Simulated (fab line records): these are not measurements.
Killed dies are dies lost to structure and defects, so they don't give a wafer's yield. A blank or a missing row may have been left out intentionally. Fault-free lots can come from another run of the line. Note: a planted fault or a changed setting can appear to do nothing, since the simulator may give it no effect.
8D (eight disciplines) problem report, filled in by code    flow nand harc    the parts of the form that need people (team, actions taken, sign-off) are left out

## 1. THE ISSUE
At NHARC_A_M1_INSPECT_11, raw defect count averages 518 over 6 wafers from 2 lots, while fault-free wafers read 33, standard deviation 14. Measured from the usual mean, that is +35 standard deviations.
Seen first at day 21 02:59 on defect inspect-01, wafer L481.2. The record holds 36 wafers of 12 lots with a number at this step. By rule, "out" or "out of limits" means more than 4 standard deviations away from the usual mean. The other wafers with a number count as sound.

## 2. WHAT THIS IS AND IS NOT
question                     is                                    is not
which readings at this step  raw defect count                      -
which lots                   L481, L484                            L467, L469, L470, L471, L472, L475, L477, L478, L480, L483
which wafers of those lots   all that have a number                -
read on which gauges         defect inspect-01, defect inspect-02  -
when                         from day 21 02:59                     up to then (27 sound wafers); but 3 sound wafers of L483 came after

## 3. WHAT RULES OUT EACH SUSPECT
Counting: any tool at a process step up to the reading is kept as a suspect provided that every lot that is out went through it and no sound lot did after the first of them.
- the gauge at NHARC_A_M1_INSPECT_11 has been ruled out. 2 gauges (defect inspect-01, defect inspect-02) read the wafers that are out.
- ald metal-01 at NHARC_A_BLC_ALD_23 (deposits TiN, target thk 3 nm, pulse time 1 s, ald cycles 150): ruled out as a lasting fault. The sound lots L483 went through it after L481, its earliest lot that is out (day 20 19:44).
- pecvd-04 at NHARC_A_M0_PRE_CLEAN_31 (time 12 s): kept. It processed each lot that is out, first L481 at day 21 01:35, and no sound lot thereafter; up to then, the last sound lot it processed was L480 at day 20 23:04.
The count leaves pecvd-04 at NHARC_A_M0_PRE_CLEAN_31.

## 4. THE CAUSE (what the simulator had put in)
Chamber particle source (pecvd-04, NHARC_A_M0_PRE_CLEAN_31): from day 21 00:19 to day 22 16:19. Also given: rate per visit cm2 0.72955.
Only this tool survived the counting.

## 5. THE CHAIN OF EFFECTS, in route order
Rows list readings where the struck wafers' mean (over those with a number) sits beyond 3 standard deviations from the usual. Scope: only readings with a usual standard deviation given in the record; hours: median across lots of the time from each lot's start at the first step in this table that gives one to its start at this step; sigmas: change in usual standard deviations.
hours  step                   reading               usual   on struck wafers  change  sigmas
0      NHARC_A_M1_INSPECT_11  raw defect count      33      518               +485    +35
42     NHARC_END_SORT_01      defect limited yield  95.2 %  82.7              -12.5   -7.8
42     NHARC_END_SORT_01      killed at array       29      115               +86     +7.8
42     NHARC_END_SORT_01      killed dies           32      117               +85     +7.7
42     NHARC_END_SORT_01      sort_bin_2_pct        1.5 %   6.8               +5.3    +7.6
42     NHARC_END_SORT_01      sort_bin_3_pct        0.26 %  3.55              +3.29   +15
42     NHARC_END_SORT_01      sort_bin_4_pct        3.0 %   7.0               +4.0    +3.9
42     NHARC_END_SORT_01      sort n pass           645     560               -85     -7.7
42     NHARC_END_SORT_01      sort yield pct        95.2 %  82.7              -12.5   -7.8

## 6. HOW IT WOULD HAVE BEEN CAUGHT EARLIER
The first out-of-limits reading at a measuring or inspecting step in this record came at day 21 02:59, 3 hours after the fault's start at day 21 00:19.
Tool readings at NHARC_A_M0_PRE_CLEAN_31 with a usual standard deviation given in the record: none out on any struck wafer, hence no alarm at a limit of 4 standard deviations on them.
Of the lots that are out (2), L484 began NHARC_A_M0_PRE_CLEAN_31 on pecvd-04 after day 21 02:59. Holding the tool at that time would have saved it.
